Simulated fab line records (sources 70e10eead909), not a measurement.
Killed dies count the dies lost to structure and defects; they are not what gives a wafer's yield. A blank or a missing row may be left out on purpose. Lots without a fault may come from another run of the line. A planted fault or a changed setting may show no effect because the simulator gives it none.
Commonality check across tools / flow nand_harc / Lots sampled 12, wafers sampled 36

## WHY IT WAS OPENED
Flagged at NHARC_P_GATE_INSPECT_28: reading raw_defect_count, on 2 of 12 lots. Wafers without a fault read 6, standard deviation 3.2.
Rule: a lot is flagged in two cases, either no wafer of it has a number, or all its wafers with numbers fall more than 4 standard deviations from that mean. As for the other lots, they are considered sound.

lot=L821; measured=day 4 19:46; on=defect_inspect-01; raw_defect_count, wafer by wafer=4 10 5; flag=
lot=L825; measured=day 5 21:08; on=defect_inspect-01; raw_defect_count, wafer by wafer=7 3 9; flag=
lot=L828; measured=day 6 04:20; on=defect_inspect-02; raw_defect_count, wafer by wafer=4 5 5; flag=
lot=L830; measured=day 6 21:09; on=defect_inspect-02; raw_defect_count, wafer by wafer=5 12 4; flag=
lot=L829; measured=day 6 21:11; on=defect_inspect-01; raw_defect_count, wafer by wafer=11 4 12; flag=
lot=L831; measured=day 7 07:09; on=defect_inspect-02; raw_defect_count, wafer by wafer=7 8 2; flag=
lot=L833; measured=day 7 22:17; on=defect_inspect-01; raw_defect_count, wafer by wafer=13 7 3; flag=
lot=L836; measured=day 8 15:37; on=defect_inspect-02; raw_defect_count, wafer by wafer=891 893 895; flag=FLAGGED
lot=L837; measured=day 8 16:16; on=defect_inspect-02; raw_defect_count, wafer by wafer=798 809 842; flag=FLAGGED
lot=L838; measured=day 9 00:55; on=defect_inspect-01; raw_defect_count, wafer by wafer=9 8 13; flag=
lot=L843; measured=day 10 06:00; on=defect_inspect-01; raw_defect_count, wafer by wafer=2 7 11; flag=
lot=L844; measured=day 10 17:22; on=defect_inspect-02; raw_defect_count, wafer by wafer=6 8 3; flag=
The numbers of the flagged lots are 855 on average: +849 against the usual, or +99 or more standard deviations.

## EACH LOT AND THE TOOL IT RAN ON
Before the reading, the record contains 2 process steps out of a 1159-step route. Each cell gives the tool, then ch followed by the chambers the sampled wafers passed through, then the start.
lot=L821; flag=; NHARC_P_STI_CMP_21=cmp-02 ch 0,1,3, day 3 11:34; NHARC_P_GATE_HM_DEP_102=acl_dep-01 ch 0, day 4 18:16
lot=L825; flag=; NHARC_P_STI_CMP_21=cmp-02 ch 1,2,3, day 4 09:43; NHARC_P_GATE_HM_DEP_102=acl_dep-03 ch 0, day 5 19:39
lot=L828; flag=; NHARC_P_STI_CMP_21=cmp-03 ch 0,2,3, day 4 22:10; NHARC_P_GATE_HM_DEP_102=acl_dep-03 ch 0, day 6 03:00
lot=L830; flag=; NHARC_P_STI_CMP_21=cmp-03 ch 1,3, day 5 09:56; NHARC_P_GATE_HM_DEP_102=acl_dep-01 ch 0, day 6 19:03
lot=L829; flag=; NHARC_P_STI_CMP_21=cmp-02 ch 0,1,3, day 5 09:59; NHARC_P_GATE_HM_DEP_102=acl_dep-01 ch 0, day 6 19:47
lot=L831; flag=; NHARC_P_STI_CMP_21=cmp-03 ch 0,1,3, day 5 22:38; NHARC_P_GATE_HM_DEP_102=acl_dep-01 ch 0, day 7 05:41
lot=L833; flag=; NHARC_P_STI_CMP_21=cmp-02 ch 0,1,2, day 6 15:58; NHARC_P_GATE_HM_DEP_102=acl_dep-02 ch 0, day 7 20:51
lot=L836; flag=FLAGGED; NHARC_P_STI_CMP_21=cmp-04 ch 2,3, day 7 07:52; NHARC_P_GATE_HM_DEP_102=acl_dep-03 ch 0, day 8 14:10
lot=L837; flag=FLAGGED; NHARC_P_STI_CMP_21=cmp-02 ch 1,2,3, day 7 07:52; NHARC_P_GATE_HM_DEP_102=acl_dep-03 ch 0, day 8 14:47
lot=L838; flag=; NHARC_P_STI_CMP_21=cmp-02 ch 0,1, day 7 15:19; NHARC_P_GATE_HM_DEP_102=acl_dep-01 ch 0, day 8 23:53
lot=L843; flag=; NHARC_P_STI_CMP_21=cmp-02 ch 2,3, day 8 21:59; NHARC_P_GATE_HM_DEP_102=acl_dep-02 ch 0, day 10 04:58
lot=L844; flag=; NHARC_P_STI_CMP_21=cmp-04 ch 1,2, day 9 06:13; NHARC_P_GATE_HM_DEP_102=acl_dep-01 ch 0, day 10 16:00
What is done by these steps:
- NHARC_P_STI_CMP_21: polishes, t overpolish 20 s, target thk 380.67 nm.
- NHARC_P_GATE_HM_DEP_102: deposits aC, target thk 120 nm.
- NHARC_P_GATE_INSPECT_28

## FLAGGED AGAINST TOTAL, ONE TOOL AT A TIME (gauges that did the reading follow at the end)
step=NHARC_P_STI_CMP_21; tool=cmp-02; lots run=7; flagged=1; share of the flagged lots=some; sound lots run after its first flagged lot=2 (L838,L843)
step=NHARC_P_STI_CMP_21; tool=cmp-03; lots run=3; flagged=0; share of the flagged lots=none; sound lots run after its first flagged lot=-
step=NHARC_P_STI_CMP_21; tool=cmp-04; lots run=2; flagged=1; share of the flagged lots=some; sound lots run after its first flagged lot=1 (L844)
step=NHARC_P_GATE_HM_DEP_102; tool=acl_dep-01; lots run=6; flagged=0; share of the flagged lots=none; sound lots run after its first flagged lot=-
step=NHARC_P_GATE_HM_DEP_102; tool=acl_dep-02; lots run=2; flagged=0; share of the flagged lots=none; sound lots run after its first flagged lot=-
step=NHARC_P_GATE_HM_DEP_102; tool=acl_dep-03; lots run=4; flagged=2; share of the flagged lots=all; sound lots run after its first flagged lot=0
step=NHARC_P_GATE_INSPECT_28; tool=defect_inspect-01; lots run=6; flagged=0; share of the flagged lots=none; sound lots run after its first flagged lot=-
step=NHARC_P_GATE_INSPECT_28; tool=defect_inspect-02; lots run=6; flagged=2; share of the flagged lots=all; sound lots run after its first flagged lot=1 (L844)

## WHAT THE TABLE PERMITS
acl_dep-03 at NHARC_P_GATE_HM_DEP_102 and defect_inspect-02 at NHARC_P_GATE_INSPECT_28 are the 2 rows of the table that ran each flagged lot.
- acl_dep-03 at NHARC_P_GATE_HM_DEP_102 ran 4 lots, 2 of them flagged. It ran its last sound lot, L828, at day 6 03:00 and its first flagged lot, L836, at day 8 14:10: a fault with its onset between the two fits.
- defect_inspect-02 at NHARC_P_GATE_INSPECT_28 ran 6 lots, 2 of them flagged. Sound lots ran on it after the first flagged one (L844), which a lasting fault on the whole tool wouldn't allow.
acl_dep-03 at NHARC_P_GATE_HM_DEP_102 is the single tool remaining.

## WHAT HAD BEEN PUT IN BY THE SIMULATOR
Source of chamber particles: acl_dep-03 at NHARC_P_GATE_HM_DEP_102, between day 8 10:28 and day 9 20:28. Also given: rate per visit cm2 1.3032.
Lots struck among those shown: L836, L837. The rule given above showed the same thing.
